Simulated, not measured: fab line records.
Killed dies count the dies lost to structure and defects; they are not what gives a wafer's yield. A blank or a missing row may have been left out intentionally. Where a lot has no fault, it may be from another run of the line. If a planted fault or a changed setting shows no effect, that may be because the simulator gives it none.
A lot that was struck, set against a sound lot ; flow n5-finfet ; 15 steps out of a route of 1938
Sound: these wafers, L449.2, L449.3, L449.4. The struck wafers were L456.1, L456.3, L456.6. Last of all comes the cause.
Each step with rows lists, per side, the tool, then ch with its chambers, then its first start. Under that, the readings that differ: sound wafers ; struck wafers ; difference of the means ; sigmas: that difference in standard deviations of wafers without a fault.
alike: same words and numbers on both sides, and readings whose means sit less than 2 such deviations apart. not compared: any withheld reading, any reading some wafer has no value for, any bound like >300 that may hide the same value, and any number with overlapping values for which the record gives no deviation.
The two part at a step that has a row with sigmas, a row that says differs or no value, or rows on one side only. When numbers do not overlap yet have no deviation, they are printed without sigmas and do not part them. A reading that every wafer of one side lacks parts them only if that side has two wafers or more.

N5_BEOL_M9_ANNEAL_51: time 90 s.
  sound on rtp-anneal-02 ch 0, day 11 03:46; struck on rtp-anneal-02 ch 0, day 12 15:26
  alike: wafer_temp_C_max
then, 1 step without rows for these wafers: N5_BEOL_M9_CMP_52 (polishes, stops on SiCOH lowk, t overpolish 7 s, target thk 140 nm).
N5_BEOL_M9_THK_MEAS_53: measures by xrf.
  sound on film-metro-01, day 11 04:19; struck on film-metro-02, day 12 16:03
  alike: M9_THK
then, 1 step without rows for these wafers: N5_BEOL_M9_PRE_CLEAN_55 (time 15 s).
N5_BEOL_M9_DEP_56: deposits SiCN from 3MS/NH3, target thk 15 nm, time 26.5 s.
  sound on pecvd-02 ch 0,1, day 11 04:22; struck on pecvd-04 ch 0,1, day 12 16:07
  alike: showerhead-plenum-p-Torr, throttle-valve-pct
N5_BEOL_M9_RS_MEAS_57: uses a four-point probe to measure.
  sound on film-metro-02, day 11 04:27; struck on film-metro-02, day 12 16:11
  alike: M9_RS
N5_BEOL_M9_INSPECT_58: inspects for defects (darkfield).
  sound on defect-inspect-01, day 11 04:28; struck on defect-inspect-01, day 12 16:13
  alike: raw-defect-count
then, 1 step without rows for these wafers: N5_BEOL_M10_ILD_DEP_00 (deposits SiCOH lowk from DEMS/porogen, target thk 308.51 nm, time 58 s).
N5_BEOL_M10_CURE_71: cures SiCOH lowk, time 240 s.
  sound on uv-cure-01 ch 2, day 11 04:44; struck on uv-cure-03 ch 2, day 12 16:26
reading;sound;struck;difference;sigmas
wafer_temp_C_max;386.1 387.1 386.7;388.2 388.7 388.1;+1.7;+3
  alike: lamp-power-pct
N5_BEOL_M10_THK_MEAS_01:
  sound on film-metro-01, day 11 05:11; struck on film-metro-01, day 12 16:56
  alike: M10_ILD_THK
N5_BEOL_M10_PECVD_70: deposits SiO2 from TEOS/O2, target thk 20 nm, time 22.7 s.
  sound on pecvd-01 ch 1,2, day 11 05:13; struck on pecvd-04 ch 0,1,2, day 12 16:59
  alike: heater-power-w, showerhead-plenum-p-Torr, throttle-valve-pct
N5_BEOL_M10_HM_DEP_02: deposits TiN, target thk 20 nm.
  sound on pvd-sputter-01, day 11 07:01; struck on pvd-sputter-02, day 12 18:55
  alike: chamber-pressure-pa, throttle-valve-pct
N5_BEOL_M10_COAT_59: time 60 s, resist thk 100 nm.
  sound on litho-track-05 ch 0, day 11 07:08; struck on litho-track-05 ch 0, day 12 19:02
reading;sound;struck;difference;sigmas
heater-power-total-W (W);501.7 502.2 501.2;509.8 509.5 511.9;+8.7;+5
plate-temp-C (C);249.92 249.97 249.96;253.15 253.23 253.29;+3.27;+19
  alike: dispense-pressure-kPa
then, 2 steps without rows for these wafers: N5_BEOL_M10_COAT_60 (time 60 s, resist thk 30 nm); N5_PASSIVATION_PROBE_49.

WHERE THEY PART
Last at N5_BEOL_M10_COAT_59 as far as this record goes, first at N5_BEOL_M10_CURE_71.

WHY: whatever the simulator had introduced
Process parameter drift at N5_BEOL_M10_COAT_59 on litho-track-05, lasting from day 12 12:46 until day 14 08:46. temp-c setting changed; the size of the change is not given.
